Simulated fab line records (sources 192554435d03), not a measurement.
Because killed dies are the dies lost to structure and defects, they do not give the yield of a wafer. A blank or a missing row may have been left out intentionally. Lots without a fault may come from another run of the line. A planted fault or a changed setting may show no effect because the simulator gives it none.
Matching of chambers / flow n5-finfet / N5_SDB_CUT_ETCH_26 on rie-si-05 has 3 sister chambers
The step etches Si in HBr/Cl2/O2, target depth 129.6 nm, bt time 20 s, time 51.8 s. 6 wafers are shown with their chamber, then 9 later ones without.

== EACH WAFER AND ITS CHAMBER ==
wafer=L086.2; chamber=2; oes_o_777_au (a.u.)=0.99; oes-product-au (a.u.)=1.016
wafer=L086.3; chamber=3; oes_o_777_au (a.u.)=0.91; oes-product-au (a.u.)=0.986
wafer=L086.5; chamber=0; oes_o_777_au (a.u.)=1.07; oes-product-au (a.u.)=1.013
wafer=L087.1; chamber=2; oes_o_777_au (a.u.)=0.98; oes-product-au (a.u.)=1.018
wafer=L087.2; chamber=0; oes_o_777_au (a.u.)=1.07; oes-product-au (a.u.)=1.019
wafer=L087.5; chamber=3; oes_o_777_au (a.u.)=0.90; oes-product-au (a.u.)=0.988

== WAFERS WITHOUT THEIR CHAMBER ==
wafer=L088.1; oes_o_777_au (a.u.)=1.06; oes-product-au (a.u.)=1.017
wafer=L088.3; oes_o_777_au (a.u.)=0.98; oes-product-au (a.u.)=1.019
wafer=L088.6; oes_o_777_au (a.u.)=0.90; oes-product-au (a.u.)=0.989
wafer=L090.4; oes_o_777_au (a.u.)=1.07; oes-product-au (a.u.)=1.025
wafer=L090.5; oes_o_777_au (a.u.)=0.90; oes-product-au (a.u.)=0.994
wafer=L090.6; oes_o_777_au (a.u.)=1.06; oes-product-au (a.u.)=1.018
wafer=L097.1; oes_o_777_au (a.u.)=0.90; oes-product-au (a.u.)=0.994
wafer=L097.2; oes_o_777_au (a.u.)=1.07; oes-product-au (a.u.)=1.014
wafer=L097.4; oes_o_777_au (a.u.)=0.98; oes-product-au (a.u.)=1.028

== WHICH CHAMBER EACH WENT THROUGH ==
wafer=L088.1; from the rows above=0; in truth=0
wafer=L088.3; from the rows above=2; in truth=2
wafer=L088.6; from the rows above=3; in truth=3
wafer=L090.4; from the rows above=0; in truth=0
wafer=L090.5; from the rows above=3; in truth=3
wafer=L090.6; from the rows above=0; in truth=0
wafer=L097.1; from the rows above=3; in truth=3
wafer=L097.2; from the rows above=0; in truth=0
wafer=L097.4; from the rows above=2; in truth=2
9 of 9 placed correctly. Can't be placed from these rows: 0. 0 placed wrongly.
How it was worked out, from the rows above alone: a wafer's distance from a chamber is the root of the sum, over the readings, of the square of ((its reading less the chamber's mean) divided by the reading's scatter). The wafer belongs to the nearest chamber; if the next one is less than 2 further off, it can't be placed. Each chamber's mean is taken over the wafers shown for it. The scatter: the root of (the sum of the squares of (reading less its chamber's mean) over the shown wafers, divided by (wafers less chambers)).
